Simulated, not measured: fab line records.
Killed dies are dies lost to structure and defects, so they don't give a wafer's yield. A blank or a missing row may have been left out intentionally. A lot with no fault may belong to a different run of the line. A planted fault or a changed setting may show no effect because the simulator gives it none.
fab line records + flow n5_finfet
record:
- lots: 5
- wafers: 12
- last_day: 16
route steps=1938 shown MOL_CONTACT_COAG@623 BEOL_M0_SAQP@632 BEOL_M0@721 BEOL_M4@1111 PASSIVATION@1936
lots that met no fault: taken from a fault-free run of the same line
start_h: hours from the record's first day to the start of the lot's first wafer shown + wait_h: time in hours since the lot's previous step + " unchanged from the row above + L1.1+2: several wafers, shown together as one row + - no value, or no start was given + * or withheld: withheld + < > ~ a bound
route shown NAME@n: NAME is a module with steps in the file, n the number in the route of the first one + usual: mean/standard deviation taken from wafers without a fault + same: alike in all rows + chamber/n: place in a boat + sites: readings site by site + _std_site: how widely they spread, as a standard deviation + _edge_site: the outer-site mean with the inner-site mean subtracted + radius_mm: how far each site lies from the wafer's centre + mask NAME#n: copy n + behind: the last tool/chamber to shape the wafer + hold: why the lot went on hold/how many hours it stayed there/how the hold came to an end + device: names the non-switching transistor (n, p or np) + end of line: tests run on the same wafers once the route is complete + a step without rows: its recipe alone + killed: dies that structure and defects cost at the first sort, which is not the same as the wafer's yield + map: the dies of a wafer, with x for killed, . for not killed, _ for no die there
set.NAME: the setting as run; set.NAME@STEP: as run at that earlier step + model.NAME: the simulator's own value behind a step, which no gauge read
certain route steps with their lots: each step a table, each wafer a row
services: from which hour (start_h, from the record's first day; less than 0 if before it) a tool's chamber was out of use, for how many hours, and why
== steps ==
step: N5_MOL_CONTACT_COAG_PRE_CLEAN_121
recipe:
- gas: H2/He
- time_s: *
- temp_c: withheld
step: N5_MOL_CONTACT_COAG_CVD_140
recipe:
- material: W
- target_thk_a: 665
- mode: selective_fill
- temp_c: 300
- time_s: 215
step: N5_MOL_CONTACT_COAG_PRECLEAN_127
recipe:
- chemistry: DIW
- time_s: 57.5
- temp_c: 23
step: N5_MOL_CONTACT_COAG_SRD_128
recipe:
- dry_time_s: 32
- dry: n2_spin
- spin_rpm: 1500
step: N5_MOL_CONTACT_COAG_CMP_52
recipe:
- stop_on: SiO2
- t_overpolish_s: 1.5
- post_cmp_clean: w_dilute_nh4oh
- down_force_psi: 4
- platen_rpm: 50.289
- pad_velocity_m_s: 1.0006
- target_thk_nm: 66.5
step: N5_MOL_CONTACT_COAG_ANNEAL_112
recipe:
- temp_c: 400
- time_s: 1800
- ambient: HPD2
- pressure_atm: 10
step: N5_BEOL_M0_SAQP_PECVD_00
recipe:
- material: SiCN
- target_thk_a: 80
- temp_c: withheld
- precursor: 3MS/NH3
- pressure_torr: 3
- rf_w: 202
- time_s: 14
step: N5_BEOL_M0_SAQP_ILD_DEP_01
recipe:
- material: SiOC
- target_thk_a: 454.19
- temp_c: 350
- precursor: DEMS/O2
- pressure_torr: 5
- rf_w: 500
- time_s: 8.7
step: N5_BEOL_M0_SAQP_HM_DEP_02
recipe:
- material: TiN
- target_thk_a: 120
- temp_c: 25
- chamber_pressure_pa: 0.49996
usual:
- susceptor_temp_C: 24.98/0.11
- throttle_valve_pct: 29.8/1.3
| lot.wafer | tool           | chamber | start_h | wait_h | susceptor_temp_C | throttle_valve_pct | model.TiN_of_BEOL_M0_SAQP_HM_DEP_02.thk_nm |
|-----------|----------------|---------|---------|--------|------------------|--------------------|--------------------------------------------|
| L639.1    | pvd_sputter-02 | -       | 110.26  | 0.0    | 24.99            | 31.2               | 12.4                                       |
| L639.2    | "              | -       | "       | "      | 24.95            | 30.1               | 12                                         |
| L639.5    | "              | -       | "       | "      | 25.08            | 28.9               | 12.2                                       |
| L641.2    | pvd_sputter-02 | -       | 134.58  | 1.5    | 24.91            | 31.3               | 12.2                                       |
| L641.4    | "              | -       | "       | "      | 24.92            | 31.5               | 12.2                                       |
| L641.6    | "              | -       | "       | "      | 24.93            | 30.4               | 12                                         |
| L644.2    | pvd_sputter-02 | -       | 148.65  | 2.1    | 24.93            | 28.8               | 11.8                                       |
| L644.6    | "              | -       | "       | "      | 24.94            | 30.2               | 15.4                                       |
| L646.4    | pvd_sputter-02 | -       | 156.39  | 2.1    | 24.80            | 30.3               | 11.8                                       |
| L646.6    | "              | -       | "       | "      | 25.10            | 31.5               | 15.8                                       |
| L647.4    | pvd_sputter-02 | -       | 160.24  | 0.1    | 24.85            | 30.4               | 12                                         |
| L647.6    | "              | -       | "       | "      | 24.98            | 31.3               | 15.8                                       |
step: N5_BEOL_M0_SAQP_PECVD_03
recipe:
- material: SiCN
- target_thk_a: 120
- temp_c: withheld
- precursor: 3MS/NH3
- pressure_torr: 3
- rf_w: 202
- time_s: 21.1
step: N5_BEOL_M0_SAQP_PECVD_96
recipe:
- material: a-Si
- target_thk_a: 450
- temp_c: 350
- precursor: SiH4/He
- pressure_torr: 3
- rf_w: 100
- time_s: 45.2
step: N5_BEOL_M0_SAQP_PECVD_97
recipe:
- material: SiNx
- target_thk_a: 230
- temp_c: 350
- precursor: SiH4/NH3/N2
- pressure_torr: 1.5
- rf_w: 300
- time_s: 19.9
step: N5_BEOL_M0_SAQP_PECVD_04
recipe:
- material: a-Si
- target_thk_a: 600
- temp_c: 350
- precursor: SiH4/He
- pressure_torr: 3
- rf_w: 100
- time_s: 60.2
step: N5_BEOL_M0_SAQP_HM_DEP_111
recipe:
- material: SiO2
- target_thk_a: 120
- temp_c: 400
- precursor: SiH4/N2O
- pressure_torr: 0.75
- rf_w: 275
- time_s: 7.2
step: N5_BEOL_M0_SAQP_COAT_81
recipe:
- resist: SOC
- temp_c: 250
- time_s: 60
- spin_rpm: 1500
- resist_thk_nm: 100
step: N5_BEOL_M0_SAQP_COAT_82
recipe:
- resist: SiARC
- temp_c: 220
- time_s: 60
- spin_rpm: 1500
- resist_thk_nm: 30
step: N5_BEOL_M0_SAQP_COAT_08
recipe:
- resist: CAR-ArF
- spin_rpm: 1500
- resist_thk_nm: 90
step: N5_BEOL_M0_SAQP_EBR_10
recipe:
- solvent: PGMEA
- ebr_width_mm: 1.5
step: N5_BEOL_M0_SAQP_SOFTBAKE_09
recipe:
- temp_c: 110
- time_s: 60
- resist: CAR-ArF
step: N5_BEOL_M0_SAQP_EXPOSE_11
recipe:
- mask_id: M0_CORE
- na: 1.35
- source_shape: dipole
- sigma_inner: 0.538
- sigma_outer: 0.738
- polarization: te
- target_cd_nm: 42
- dose_mj: 55
step: N5_BEOL_M0_SAQP_PEB_12
recipe:
- peb_temp_c: withheld
- peb_time_s: 60
- resist: CAR-ArF
step: N5_BEOL_M0_SAQP_DEVELOP_13
recipe:
- develop_time_s: 30
- developer: TMAH
- resist: CAR-ArF
- dev_temp_c: 23
- rinse_liquid: diw
- dry: air_spin
step: N5_BEOL_M0_SAQP_DESCUM_19
recipe:
- chemistry: O2
- time_s: 7.9
- source_power_w: 50
- bias_power_w: 20
- pressure_mtorr: 20
- rf_frequency_hz: 2.712e+07
- temp_c: 40
- resist: CAR-ArF
- o2_flow_sccm: 225
step: N5_BEOL_M0_SAQP_ETCH_83
recipe:
- chemistry: CF4
- target: SiARC
- target_depth_a: 390
- mask_material: CAR-ArF
- time_s: 65
- ion_energy_ev: 80
- pressure_mtorr: 40
- source_w: 545
- bias_w: 36
- Ar_flow_sccm: 100
- cf4_flow_sccm: 100
- ends: cleared
step: N5_BEOL_M0_SAQP_ETCH_84
recipe:
- chemistry: N2/H2
- target: SOC
- target_depth_a: 1000
- overetch_a: 200
- mask_material: SiARC
- temp_c: 40
- time_s: 150
- ion_energy_ev: 200
- pressure_mtorr: 30
- source_w: 840
- bias_w: 150
- n2_flow_sccm: 200
- h2_flow_sccm: 200
step: N5_BEOL_M0_SAQP_STRIP_80
recipe:
- chemistry: N2/H2
- temp_c: 40
- n2_flow_sccm: 200
- h2_flow_sccm: 200
- rf_frequency_hz: 6e+07
step: N5_BEOL_M0_SAQP_HM_OPEN_112
recipe:
- chemistry: CHF3/O2
- target: SiO2
- stop_on: a-Si
- target_depth_a: 120
- over_etch_frac: 1.25
- mask_material: SOC
- time_s: 13.5
- pressure_mtorr: 30
- source_w: 650
- bias_w: 170
- Ar_flow_sccm: 200
- CHF3_flow_sccm: 50
- O2_flow_sccm: 5
- ion_energy_ev: 200
- ends: end_point
step: N5_BEOL_M0_SAQP_STRIP_113
recipe:
- chemistry: CHF3/O2
- resist: SiARC
- rf_frequency_hz: 6e+07
step: N5_BEOL_M0_SAQP_MANDREL_ETCH_20
recipe:
- target_depth_a: 600
- chemistry: HBr/Cl2
- target: a-Si
- stop_on: SiNx
- bt_time_s: 10
- mask_material: SOC
- over_etch_frac: 0.5
- time_s: 30
- pressure_mtorr: 10
- icp_w: 800
- bias_w: 75
- HBr_flow_sccm: 150
- Cl2_flow_sccm: 80
- ends: end_point
step: N5_BEOL_M0_SAQP_STRIP_86
recipe:
- chemistry: N2/H2
- power_w: 500
- temp_c: 40
- pressure_mtorr: 50
- rf_frequency_hz: 6e+07
- overash_fraction: 0.3
- bias_power_w: 28
- h2_frac: 0.5
- n2_flow_sccm: 300
- h2_flow_sccm: 300
step: N5_BEOL_M0_SAQP_STRIP_115
recipe:
- chemistry: post_etch_residue_remover
- time_s: 60
- temp_c: 25
- remover_ph: withheld
- remover_water_wt_pct: withheld
- remover_fluoride_wt_pct: withheld
step: N5_BEOL_M0_SAQP_SRD_93
recipe:
- dry: ipa_marangoni
- time_s: 30
- temp_c: 23
- rinse_liquid: diw
step: N5_BEOL_M0_SAQP_RECESS_114
recipe:
- chemistry: HF/NH3
- target: SiO2
- target_depth_a: 144
- afs_cycles: 3
- temp_c: 30
- sublimation_temp_c: 180
- sublimation_time_s: 60
step: N5_BEOL_M0_SAQP_SPACER1_ALD_98
recipe:
- material: SiO2
- target_thk_a: 128
- temp_c: 300
- ald_precursor_family: BDEAS
- ald_co_reactant: O2-plasma
- pulse_time_s: 1
- purge_time_s: 2
- co_reactant_purge_time_s: 2
- ald_cycles: 138
- pressure_torr: 2
step: N5_BEOL_M0_TRENCH_ETCH_107
recipe:
- chemistry: C4F6/O2
- target_depth_a: 328
- target: SiOC
- time_s: 16.4
- ion_energy_ev: 250
- pressure_mtorr: 30
- source_w: 355
- bias_w: 185
- Ar_flow_sccm: 300
- C4F6_flow_sccm: 10
- O2_flow_sccm: 10
usual:
- drypump_motor_current_A: 5.7/0.42
- oes_product_au: 0.80/0.099
- rf_fwd_power_W: 349.5/1.5
- rf_vpp_V: 666/17
- showerhead_plenum_p_Torr: 2.87/0.085
- throttle_valve_pct: 20.84/0.22
| lot.wafer | tool        | chamber | start_h | wait_h | drypump_motor_current_A | oes_product_au | rf_fwd_power_W | rf_hours_counter_h | rf_vpp_V | showerhead_plenum_p_Torr | throttle_valve_pct | model.TiN_of_BEOL_M0_SAQP_HM_DEP_02.thk_nm |
|-----------|-------------|---------|---------|--------|-------------------------|----------------|----------------|--------------------|----------|--------------------------|--------------------|--------------------------------------------|
| L639.1    | rie_diel-02 | 1       | 120.52  | 0.0    | 5.4                     | 0.70           | 347.6          | 224                | 670      | 2.82                     | 21.17              | 10                                         |
| L639.2    | "           | 3       | "       | "      | 5.7                     | 0.69           | 347.6          | 244                | 656      | 2.80                     | 20.86              | 9.6                                        |
| L639.5    | "           | 0       | "       | "      | 6.3                     | 0.84           | 348.4          | -                  | 647      | 2.89                     | 21.09              | 9.6                                        |
| L641.2    | rie_diel-03 | 1       | 145.75  | 0.0    | 5.8                     | 0.67           | 351.2          | 209                | 659      | 2.81                     | 20.61              | 10                                         |
| L641.4    | "           | 1       | "       | "      | 5.8                     | 0.67           | 352.0          | -                  | 662      | 2.81                     | 20.59              | 10                                         |
| L641.6    | "           | 0       | "       | "      | 5.0                     | 0.87           | 349.3          | -                  | 677      | 2.88                     | 20.75              | 9.4                                        |
| L644.2    | rie_diel-04 | 3       | 156.52  | 0.0    | 6.0                     | 0.94           | 349.0          | 12                 | 695      | 2.88                     | 20.68              | 9.4                                        |
| L644.6    | "           | 0       | "       | "      | 5.8                     | 0.69           | 349.1          | -                  | 644      | 2.92                     | 20.70              | 13                                         |
| L646.4    | rie_diel-04 | 3       | 176.57  | 0.0    | 6.0                     | 0.92           | 349.9          | 18                 | 694      | 2.88                     | 20.70              | 9.4                                        |
| L646.6    | "           | 2       | "       | "      | 6.2                     | 0.96           | 348.6          | -                  | 661      | 3.03                     | 20.71              | 13.4                                       |
| L647.4    | rie_diel-04 | 2       | 182.25  | 0.0    | 6.2                     | 0.96           | 347.7          | 5                  | 662      | 3.03                     | 20.69              | 9.6                                        |
| L647.6    | "           | 0       | "       | "      | 5.8                     | 0.68           | 349.8          | -                  | 644      | 2.92                     | 20.70              | 13.4                                       |
step: N5_BEOL_M4_RC_MEAS_101
usual:
- DIBL_N: 36.4/2.2
- DIBL_P: 36.3/2.5
- IOFF_N: 0.17/0.052
- IOFF_P: 0.23/0.049
- ION_N: 674/17
- ION_P: 464/11
- SS_N: 71.7/0.98
- SS_P: 73.3/0.84
- VT_N: 250/4
- VT_P: -249/3.8
| lot.wafer | tool      | chamber | start_h | wait_h | DIBL_N[mV/V] | DIBL_P[mV/V] | IOFF_N[nA/um] | IOFF_P[nA/um] | ION_N[uA/um] | ION_P[uA/um] | SS_N[mV/dec] | SS_P[mV/dec] | VT_N[mV] | VT_P[mV] |
|-----------|-----------|---------|---------|--------|--------------|--------------|---------------|---------------|--------------|--------------|--------------|--------------|----------|----------|
| L639.1    | prober-01 | 0       | 186.10  | 0.0    | 34.2         | 33.0         | 0.12          | 0.17          | 667          | 458          | 70.8         | 72.6         | 252      | -253     |
| L639.2    | "         | 0       | "       | "      | 35.8         | 34.4         | 0.12          | 0.18          | 659          | 454          | 72.0         | 73.1         | 254      | -254     |
| L639.5    | "         | 0       | "       | "      | 35.7         | 33.2         | 0.12          | 0.16          | 634          | 439          | 71.7         | 71.6         | 255      | -254     |
| L641.2    | prober-02 | 0       | 228.28  | 0.2    | 36.7         | 37.0         | 0.18          | 0.25          | 676          | 473          | 71.9         | 73.9         | 248      | -246     |
| L641.4    | "         | 0       | "       | "      | 36.5         | 36.3         | 0.17          | 0.25          | 676          | 469          | 71.4         | 73.7         | 248      | -244     |
| L641.6    | "         | 0       | "       | "      | 38.9         | 39.8         | 0.24          | 0.32          | 701          | 481          | 71.8         | 74.9         | 244      | -243     |
| L647.4    | prober-01 | 0       | 243.19  | 0.5    | 37.2         | 34.5         | 0.17          | 0.23          | 659          | 457          | 72.8         | 73.0         | 251      | -247     |
| L647.6    | "         | 0       | "       | "      | 38.3         | 37.0         | 0.21          | 0.28          | 704          | 478          | 72.7         | 73.3         | 245      | -244     |
| L644.2    | prober-02 | 0       | 249.13  | 0.2    | 34.1         | 32.3         | 0.12          | 0.15          | 651          | 444          | 70.9         | 72.8         | 256      | -254     |
| L644.6    | "         | 0       | "       | "      | 34.6         | 34.0         | 0.14          | 0.17          | 681          | 460          | 70.8         | 72.4         | 252      | -253     |
| L646.4    | prober-01 | 0       | 259.63  | 0.5    | 39.6         | 40.9         | 0.24          | 0.30          | 676          | 464          | 73.6         | 74.6         | 248      | -246     |
| L646.6    | "         | 0       | "       | "      | 37.6         | 39.2         | 0.21          | 0.27          | 695          | 474          | 73.0         | 74.0         | 246      | -244     |
step: N5_PASSIVATION_PROBE_49
usual:
- defect_limited_yield: 91.2/1.4
- killed_at_M0_to_M3: 34/9.3
- killed_at_M4_up: 14/5.9
- killed_at_contacts: 14/5.7
- killed_at_front_end: 38/10
- killed_at_other: 4/3.2
- killed_dies: 104/17
- killed_open: 67/13
- killed_short: 33/6.9
- sort_bin_5_function: 5.2/1
- sort_bin_6_memory: 3.3/0.61
- sort_bin_8_speed: 0.3/1.8
- sort_n_pass: 1069/52
- sort_yield_pct: 91/4.4
same:
- gross_dies: 1180
- killed_at_back_side: 0
- sort_bin_4_leakage[%]: 0
| lot.wafer | tool      | chamber | start_h | wait_h | defect_limited_yield[%] | killed_at_M0_to_M3 | killed_at_M4_up | killed_at_contacts | killed_at_front_end | killed_at_other | killed_dies | killed_open | killed_short | sort_bin_5_function[%] | sort_bin_6_memory[%] | sort_bin_8_speed[%] | sort_n_pass | sort_yield_pct[%] |
|-----------|-----------|---------|---------|--------|-------------------------|--------------------|-----------------|--------------------|---------------------|-----------------|-------------|-------------|--------------|------------------------|----------------------|---------------------|-------------|-------------------|
| L641.2    | prober-01 | -       | 335.98  | 0.1    | 88.3                    | 50                 | 23              | 17                 | 36                  | 12              | 138         | 88          | 38           | 7.3                    | 4.0                  | 0                   | 1042        | 88                |
| L641.4    | prober-01 | -       | 336.08  | 0.2    | 89.3                    | 32                 | 26              | 23                 | 40                  | 5               | 126         | 80          | 39           | 6.7                    | 3.7                  | 0                   | 1054        | 89                |
| L641.6    | prober-01 | -       | 336.18  | 0.3    | 91.3                    | 28                 | 21              | 11                 | 41                  | 2               | 103         | 66          | 32           | 5.1                    | 3.4                  | 0                   | 1077        | 91                |
| L647.6    | prober-01 | -       | 350.64  | 1.2    | 47.9                    | 555                | 15              | 6                  | 31                  | 8               | 615         | 69          | 29           | 48.1                   | 3.7                  | 0                   | 565         | 48                |
| L644.2    | prober-02 | -       | 354.84  | 0.1    | 90.8                    | 17                 | 24              | 22                 | 42                  | 3               | 108         | 73          | 31           | 4.9                    | 3.8                  | 0                   | 1072        | 91                |
| L644.6    | prober-02 | -       | 355.04  | 0.3    | 49.8                    | 521                | 17              | 13                 | 39                  | 2               | 592         | 57          | 29           | 46.5                   | 3.5                  | 0                   | 588         | 50                |
| L646.4    | prober-01 | -       | 372.10  | 0.2    | 89.2                    | 40                 | 20              | 6                  | 57                  | 5               | 128         | 76          | 29           | 6.6                    | 4.0                  | 0                   | 1052        | 89                |
| L646.6    | prober-01 | -       | 372.20  | 0.3    | 49.7                    | 537                | 13              | 5                  | 36                  | 2               | 593         | 42          | 30           | 46.6                   | 3.3                  | 0                   | 587         | 50                |
killed by level:class
L641.2 MOL_CONTACT_COAG:geometric_particle:open=14 BEOL_M4:geometric_particle:open=11 BEOL_M3:geometric_particle:open=11 BEOL_M1:geometric_particle:open=9 BEOL_M2:geometric_particle:short=9 FIN_SAQP:geometric_particle:short=7 BEOL_M0_SAQP:geometric_particle:open=7 PASSIVATION:area_etch=6
L641.4 MOL_CONTACT_COAG:geometric_particle:open=18 BEOL_M4:geometric_particle:open=14 STI_FIN_REVEAL:geometric_particle:open=9 BEOL_M0_SAQP:geometric_particle:short=9 BEOL_M1:geometric_particle:open=8 FIN_SAQP:geometric_particle:open=6 DUMMY_GATE:geometric_particle:open=5 MOL_CONTACT_COAG:geometric_particle:short=5
L641.6 FIN_SAQP:geometric_particle:open=11 FIN_SAQP:geometric_particle:short=10 BEOL_M4:geometric_particle:open=10 MOL_CONTACT_COAG:geometric_particle:open=9 BEOL_M3:geometric_particle:open=9 BEOL_M0_SAQP:geometric_particle:open=6 DUMMY_GATE:geometric_particle:open=5 BEOL_M2:geometric_particle:open=5
L647.6 BEOL_M0_SAQP:area_dep=515 BEOL_M0_SAQP:geometric_particle:open=17 STI_FIN_REVEAL:geometric_particle:open=8 BEOL_M0_SAQP:geometric_particle:short=8 MOL_CONTACT_COAG:geometric_particle:open=6 BEOL_M2:geometric_particle:open=6 BEOL_M3:geometric_particle:open=6 BEOL_M4:geometric_particle:open=5
L644.2 MOL_CONTACT_COAG:geometric_particle:open=19 FIN_SAQP:geometric_particle:short=14 FIN_SAQP:geometric_particle:open=11 BEOL_M5:geometric_particle:open=6 GATE_CUT:geometric_particle:short=5 BEOL_M1:geometric_particle:open=5 DUMMY_GATE:geometric_particle:open=4 BEOL_M7:geometric_particle:open=4
L644.6 BEOL_M0_SAQP:area_dep=504 STI_FIN_REVEAL:geometric_particle:open=15 MOL_CONTACT_COAG:geometric_particle:open=11 GATE_CUT:geometric_particle:short=5 STI_FIN_REVEAL:geometric_particle:short=4 BEOL_M0_SAQP:geometric_particle:open=4 BEOL_M5:geometric_particle:short=4 FIN_SAQP:geometric_particle:short=3
L646.4 SD_EPI_N:area_etch=18 BEOL_M0_SAQP:geometric_particle:open=13 BEOL_M0_SAQP:geometric_particle:short=11 DUMMY_GATE:geometric_particle:open=10 FIN_SAQP:geometric_particle:open=9 BEOL_M1:geometric_particle:open=6 STI_FIN_REVEAL:geometric_particle:open=5 BEOL_M7:geometric_particle:open=5
L646.6 BEOL_M0_SAQP:area_dep=516 DUMMY_GATE:geometric_particle:open=7 FIN_SAQP:geometric_particle:short=6 STI_FIN_REVEAL:geometric_particle:open=6 BEOL_M0_SAQP:geometric_particle:open=6 BEOL_M0_SAQP:geometric_particle:short=5 FIN_SAQP:geometric_particle:open=4 STARTING-WAFER:geometric_particle:short=4
map L644.6 (x killed, . not)
_________________............________________
______________........xx........_____________
___________......x....x...x........__________
__________.........x................_________
________.........x....x..x..x...x....._______
_______.....x..x.xx..x.x.xx.x.......x.x______
______x..x...x.xxxxxxxxxxxx.x..x.x..x..._____
_____..x.....x.xxx.xxxxxxx.xxxx.x.x......____
____...x....xxxxxxxxxxxxxxxxxxxx........x.___
___....x.....x.xxxxxxxxxxxxxxxxxx.xx.x.....__
___.x......xx.xxxxxxxxxxxxxxxxxxxxxx.......__
__.....x.x..xxxxxxxxxxxxxxxxxxxxxxxxx......x_
__........xxxxxxxxxxxxxxxxxxxxxxx.xx.x......_
_...x.x...xxxxxxxxxxxxxxxxxxxxxxxxxxxx.......
_.......xxxxxxxxxxxxxxxxxxxxxxxxxx.xxx.......
_...x..x.x..xxxxxxxxxxxxxxxxxxxxxxxxx........
_........xxxxxxxxxxxxxxxxxxxxxxxxxxxxxxx.....
_.......xx.xxxxxxxxxxxxxxxxxxxxxxxxxxx..x....
_.......x.xxxxxxxxxxxxxxxxxxxxxxx.x.x........
_.......xxxxxxxxxxxxxxxxxxxxxxxxxxxxxx.......
_.....x....xx.xxxxxxxxxxxxxxxxxxxxxxx.xx.....
__.....x.xxxx.xxxxxxxxxxxxxxxxxxxxxxxx......_
__........xxxxxxxxxxxxxxxxxxx.xxxxxxxx...x.._
___.......x..xxxxxxxxxxxxxxxxxxxxxx........__
___........x.xxxxxxxxxxxxxx.xxx.x.x.x......__
____.x....x...xxxxxxxxxxxxxxxxxxx.........___
_____xxx....xx.xx.xxxxxxxxxxxx..x....xx.x____
______.x..x...x.xx.xxxxxx.xx............_____
_______..........x..xxxx......x........______
________.x......x....x.x..x..xx......._______
__________.x..........x............._________
___________x...........x...........__________
______________.x...x............_____________
_________________............________________
map L646.6 (x killed, . not)
_________________.x..........________________
______________.....x..........x._____________
___________......................x.__________
__________...x..x.....xx............_________
________.....x.......x.x.....x........_______
_______..........x.....xx....x..x......______
______.........xxxx.xxxx.xxx.xx........._____
_____......x.xx..xxxxxxxxxxxxxxx.x...x...____
____........xxxxxxxxxxxxxxxxxxx...x.......___
___.x.....xx.xxxxxxxxxxxxxxxxxxxxxx.x...x..__
___..x..xx.x.xx.xxxxxxxxxxxxxxxxxxxx.......__
__..x..x..xxxxxxxxxxxxxxxxxxxxxxxx.xx......._
__....x..xxxxxxxxxxxxxxxxxxxxxxxxxxx.x..x..._
_........xxxxxxxxxxxxxxxxxxxxxxxxxxxxx.......
_.......xxx.xxxxxxxxxxxxxxxxxxxxxxxxx........
_xx......xxxxxxxxxxxxxxxxxxxxxxxxxxx..xx..x..
_........xxxxxxxxxxxxxxxxxxxxxxxxxxxxxx......
_......x.xxxxxx.xxxxxxxxxxxxxxxxxxxxx........
_x.....x.x.xxxxxxxxxxxxxxxxxxxxxxxxx.x.x.....
_.xx...xx..xxxxxxxxxxxxxxxxxxx.xxxxx.x.x.....
_.........xxxxxxxxxxxxxxxxxxxxxxxx..xxx......
__.....xxx.xxxxxxxxxxxxxxxxxxxxxxxxx.x......_
__.......xxxxxxxxxxxxxxxxxxxxxxxxxx........._
___......x.xxxxxxxxxxxxxxxxxxxxxxxxx.......__
___.....x..xxxxxx.xxxxxxxxxxxxxxxxx........__
____.....xxx..xx.xxxxxxxxxxxxxxxx...x.....___
_____....x..xxx.xx.xxxxxxx.xxx.xxx.......____
______...........x.xx.xxxx...x...x..x..._____
_______.......x.x..xxxxxxxx.......x....______
________....x..x..x..x.....xx.....x..._______
__________.........................._________
___________.......x.........x.....x__________
______________..............x..._____________
_________________............________________
== services ==
| tool        | chamber | start_h | hours | kind                          |
|-------------|---------|---------|-------|-------------------------------|
| rie_diel-04 | 0       | 98.94   | 4.2   | repair                        |
| rie_diel-04 | 3       | 118.34  | -     | clean                         |
| rie_diel-04 | 3       | 118.34  | -     | consumable_replace:focus_ring |
| rie_diel-04 | 3       | 118.34  | 17.5  | scheduled_down                |
| rie_diel-04 | 3       | 118.34  | 17.5  | vent_cycle                    |
| rie_diel-03 | 3       | 134.34  | -     | clean                         |
| rie_diel-03 | 3       | 134.34  | -     | consumable_replace:focus_ring |
| rie_diel-03 | 3       | 134.34  | -     | consumable_replace:showerhead |
| rie_diel-03 | 3       | 134.34  | 23.1  | scheduled_down                |
| rie_diel-03 | 3       | 134.34  | 23.1  | vent_cycle                    |
| rie_diel-04 | 2       | 135.83  | -     | clean                         |
| rie_diel-04 | 2       | 135.83  | -     | consumable_replace:focus_ring |
| rie_diel-04 | 2       | 135.83  | -     | consumable_replace:showerhead |
| rie_diel-04 | 2       | 135.83  | 27.6  | scheduled_down                |
| rie_diel-04 | 2       | 135.83  | 27.6  | vent_cycle                    |
| rie_diel-02 | 3       | 140.88  | -     | clean                         |
| rie_diel-02 | 3       | 140.88  | -     | consumable_replace:focus_ring |
| rie_diel-02 | 3       | 140.88  | 17.4  | scheduled_down                |
| rie_diel-02 | 3       | 140.88  | 17.4  | vent_cycle                    |
| rie_diel-04 | 0       | 148.13  | 4.3   | repair                        |
== key ==
first_sign:
- step: N5_PASSIVATION_PROBE_49
- reading: killed_at_M0_to_M3
- direction: up
- sigmas: 54
- usual: 34
- struck: 538
effect:
- step: N5_PASSIVATION_PROBE_49
- reading: sort_bin_5_function
- direction: up
- sigmas: 40
- usual: 5.2
- struck: 47.1
model_effect:
- step: N5_BEOL_M0_SAQP_HM_DEP_02
- value: TiN_of_BEOL_M0_SAQP_HM_DEP_02.thk_nm
- without: 12.2
- struck: 15.67
model_effect:
- step: N5_BEOL_M0_TRENCH_ETCH_107
- value: TiN_of_BEOL_M0_SAQP_HM_DEP_02.thk_nm
- without: 9.733
- struck: 13.27
more_kills_born_at:
- N5_BEOL_M0_SAQP_HM_DEP_02@pvd_sputter-02: 1535
met_at N5_BEOL_M0_SAQP_HM_DEP_02
struck_wafers L644.6,L646.6,L647.6
baseline_loss:
- step: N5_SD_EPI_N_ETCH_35
- wafers: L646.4
onset_between 134.58 148.65
fault:
- kind: process_parameter_drift
- tool: pvd_sputter-02
- chamber: -
- onset_h: 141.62
- steps: N5_BEOL_M0_SAQP_HM_DEP_02
- channel: target_thk_a
- offset: *
- shape: step
- end_h: 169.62
- scope: struck_wafers_only
- acts_in: *
- stated: *
baseline_loss: these wafers lose ten dies or more at that step, a loss of the line's own and not of a fault; the sort's usual values leave them out
